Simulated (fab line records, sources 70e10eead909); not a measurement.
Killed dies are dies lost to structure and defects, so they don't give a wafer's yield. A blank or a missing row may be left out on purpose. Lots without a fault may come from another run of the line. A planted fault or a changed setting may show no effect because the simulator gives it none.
One fault seen from 2 desks | flow nand_harc | each desk has only its own numbers; what lay behind them comes last

THE METROLOGY DESK
What the gauges read, lot by lot, whatever tool the lot ran on: means of the sampled wafers that have a number. A lot is out of limits, marked OUT, if its mean lies more than 4 standard deviations from the usual mean; the brackets give that distance.
Columns: A = overlay_x_nm at NHARC_P_STI_OVL_MEAS_10, usual 0 nm; B = overlay_y_nm at NHARC_P_STI_OVL_MEAS_10, usual 0 nm
lot  | first seen here | A  | B
L860 | day 3 10:02     | -4 | 3
L861 | day 3 19:11     | 9  | -1
L866 | day 5 17:52     | -3 | -2
L869 | day 7 01:10     | -5 | 3
L872 | day 8 05:01     | 1  | -4
L873 | day 8 15:13     | -6 | 9
L874 | day 9 00:53     | 0  | -1
L876 | day 9 20:38     | 7  | 1
L877 | day 10 09:51    | 0  | 2
L878 | day 10 17:51    | -5 | 1
L879 | day 11 04:15    | -2 | 3
L882 | day 12 09:26    | 7  | -12
This desk's finding: nothing out of limits on any of the 12 lots.

THE TOOL OWNER'S DESK: litho_track-05
The tool's own readings at NHARC_P_ZERO_WELL_SOFTBAKE_06 (time 70 s): means of the sampled wafers that have a number, for each lot that ran on this tool. A lot is out of limits, marked OUT, if its mean lies more than 4 standard deviations from the usual mean; the brackets give that distance.
Columns: A = exhaust_pa at NHARC_P_ZERO_WELL_SOFTBAKE_06, usual 45.1 Pa; B = heater_power_total_W at NHARC_P_ZERO_WELL_SOFTBAKE_06, usual 200.9 W
lot  | first seen here | A    | B
L860 | day 2 06:00     | 45.3 | 200.7
L866 | day 4 18:00     | 44.6 | 199.5
L872 | day 7 06:00     | 44.7 | 206.5 (+4.3) OUT
L873 | day 7 16:00     | 45.8 | 206.4 (+4.3) OUT
This desk's finding: out of limits on L872, L873; first on L872, day 7 06:00 (heater_power_total_W at NHARC_P_ZERO_WELL_SOFTBAKE_06). In limits: L860, L866.

PUT TOGETHER
The tool owner's desk could have raised an alarm at day 7 06:00, on L872, L873.
The metrology desk saw nothing out of limits.
The metrology desk has L872, L873 on record, within its limits.
Of the lots named, all ran NHARC_P_ZERO_WELL_SOFTBAKE_06 on litho_track-05.

WHAT THE SIMULATOR HAD PUT IN
Process parameter drift: litho_track-05, from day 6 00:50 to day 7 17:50, at NHARC_P_ZERO_WELL_SOFTBAKE_06. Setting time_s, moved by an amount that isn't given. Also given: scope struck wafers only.
Lots struck among those shown: L872, L873.
Hours from the fault's start to each desk's first reading out of limits: the tool owner's desk, 29.
